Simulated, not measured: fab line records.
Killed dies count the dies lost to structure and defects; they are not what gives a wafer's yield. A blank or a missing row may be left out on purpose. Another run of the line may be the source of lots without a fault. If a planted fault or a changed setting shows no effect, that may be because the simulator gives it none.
What tool caused it? -- flow n5Finfet -- 30 wafers from 11 lots sampled at 3 of the route's 1938 steps

## WHAT THE GAUGES SHOWED, per wafer
N5_BEOL_M7_OVL_MEAS_29.
lot,measured,on,V6_OVL (nm)
L402,day 10 06:47,overlay-02,0.7 0.5 0.1
L406,day 11 10:44,overlay-01,0.6 -0.2 -0.1
L404,day 11 13:36,overlay-02,-0.3 0.3
L407,day 12 01:35,overlay-01,0.3 -0.5 -1.2
L410,day 12 11:47,overlay-01,-1.0 -0.3 -0.2
L412,day 13 07:07,overlay-02,-0.8 -0.7 -1.0
L413,day 13 13:22,overlay-02,-0.2 -0.6 -1.0
L422,day 16 01:26,overlay-01,-1.2 -0.2
L424,day 16 07:12,overlay-02,-0.5 -0.5 0.0
L423,day 16 16:53,overlay-02,-0.6 -1.1
L425,day 16 16:43,overlay-01,-0.3 -0.3 -0.7

## WHAT TOOL EACH LOT RAN ON (gives the tool, then ch and the chambers of the sampled wafers, and finally the start)
lot,N5_BEOL_M7_DESCUM_16,N5_BEOL_M7_STRIP_67
L402,"rieDiel-03 ch 0,1,2, day 10 01:52","rieDiel-03 ch 0,1,2, day 10 02:06"
L406,"rieDiel-02 ch 1,3, day 11 09:56","rieDiel-02 ch 1,3, day 11 10:10"
L404,"rieDiel-03 ch 2,3, day 11 11:40","rieDiel-03 ch 2,3, day 11 11:54"
L407,"rieDiel-06 ch 2,3, day 11 21:38","rieDiel-06 ch 2,3, day 11 21:53"
L410,"rieDiel-03 ch 1,2,3, day 12 10:53","rieDiel-03 ch 1,2,3, day 12 11:08"
L412,"rieDiel-03 ch 0,3, day 13 04:17","rieDiel-03 ch 0,3, day 13 04:31"
L413,"rieDiel-03 ch 0,3, day 13 12:14","rieDiel-03 ch 0,3, day 13 12:28"
L422,"rieDiel-02 ch 0, day 15 23:21","rieDiel-02 ch 0, day 15 23:35"
L424,"rieDiel-03 ch 1,2,3, day 16 05:16","rieDiel-03 ch 1,2,3, day 16 05:29"
L423,"rieDiel-06 ch 0,1, day 16 11:44","rieDiel-06 ch 0,1, day 16 11:58"
L425,"rieDiel-06 ch 0,1,2, day 16 12:51","rieDiel-06 ch 0,1,2, day 16 13:05"
- N5_BEOL_M7_DESCUM_16: chemistry O2, time 7.9 s.
- N5_BEOL_M7_STRIP_67: strips in CF4.

## WHAT THE TOOLS THEMSELVES READ (means of the sampled wafers that have a number; where no wafer has one, the mark that the record gives instead)
N5_BEOL_M7_DESCUM_16.
lot,tool,drypumpMotorCurrentA (A),oesProductAu (a.u.),rfVppV (V),showerheadPlenumPTorr (Torr),throttleValvePct (%)
L402,rieDiel-03,6.0,0.76,243.3,2.14,20.61
L406,rieDiel-02,5.5,0.76,242.6,2.03,20.32
L404,rieDiel-03,5.2,0.70,244.3,2.17,20.77
L407,rieDiel-06,5.8,0.72,241.6,2.01,20.50
L410,rieDiel-03,5.6,0.71,244.2,2.15,20.75
L412,rieDiel-03,5.6,0.80,243.4,2.13,20.54
L413,rieDiel-03,5.3,0.75,244.1,2.15,20.67
L422,rieDiel-02,5.5,0.77,241.8,2.01,20.35
L424,rieDiel-03,5.6,0.77,243.9,2.14,20.63
L423,rieDiel-06,5.5,0.81,242.6,2.08,20.42
L425,rieDiel-06,5.6,0.80,242.2,2.03,20.50

N5_BEOL_M7_STRIP_67.
lot,tool,drypumpMotorCurrentA (A),oesProductAu (a.u.),powerW (W),rfVppV (V),showerheadPlenumPTorr (Torr),throttleValvePct (%)
L402,rieDiel-03,5.9,0.77,300.8,271.5,1.82,13.63
L406,rieDiel-02,5.6,0.76,301.0,270.3,1.76,13.67
L404,rieDiel-03,5.2,0.71,299.6,272.7,1.83,13.77
L407,rieDiel-06,5.8,0.72,300.0,271.7,1.75,13.83
L410,rieDiel-03,5.6,0.72,299.3,272.1,1.82,13.77
L412,rieDiel-03,5.6,0.80,300.2,271.8,1.84,13.67
L413,rieDiel-03,5.3,0.76,300.4,272.2,1.84,13.81
L422,rieDiel-02,5.5,0.77,298.8,270.0,1.72,13.50
L424,rieDiel-03,5.6,0.78,300.2,271.8,1.81,13.63
L423,rieDiel-06,5.5,0.81,299.9,270.4,1.77,13.45
L425,rieDiel-06,5.6,0.79,300.1,269.7,1.73,13.53

## THE ANSWER, worked out from the rows above alone
Rule: usual is defined by the lots themselves. Put in order of their means at a reading, lots are off if they are a third of the lots or fewer, leave a main group of 4 or more, and stand apart from it by a gap of 3 or more times the standard deviation of the main group's means; of several such gaps the widest counts. A main group is skipped when, at the precision printed for the reading in the tables above, its means are all equal. Also off: a lot with no number at a reading for which 4 or more lots have one. All remaining lots with rows at the step are treated as sound. First the gauges in route order, then the tools' own readings, where a lot's mean is used as printed above. The first step at which some lot is off is used, and at that step the reading that is off furthest; a lot without a number counts as furthest.
None of the lots is off at any reading shown; this tells nothing.

## WHAT WAS PUT IN BY THE SIMULATOR
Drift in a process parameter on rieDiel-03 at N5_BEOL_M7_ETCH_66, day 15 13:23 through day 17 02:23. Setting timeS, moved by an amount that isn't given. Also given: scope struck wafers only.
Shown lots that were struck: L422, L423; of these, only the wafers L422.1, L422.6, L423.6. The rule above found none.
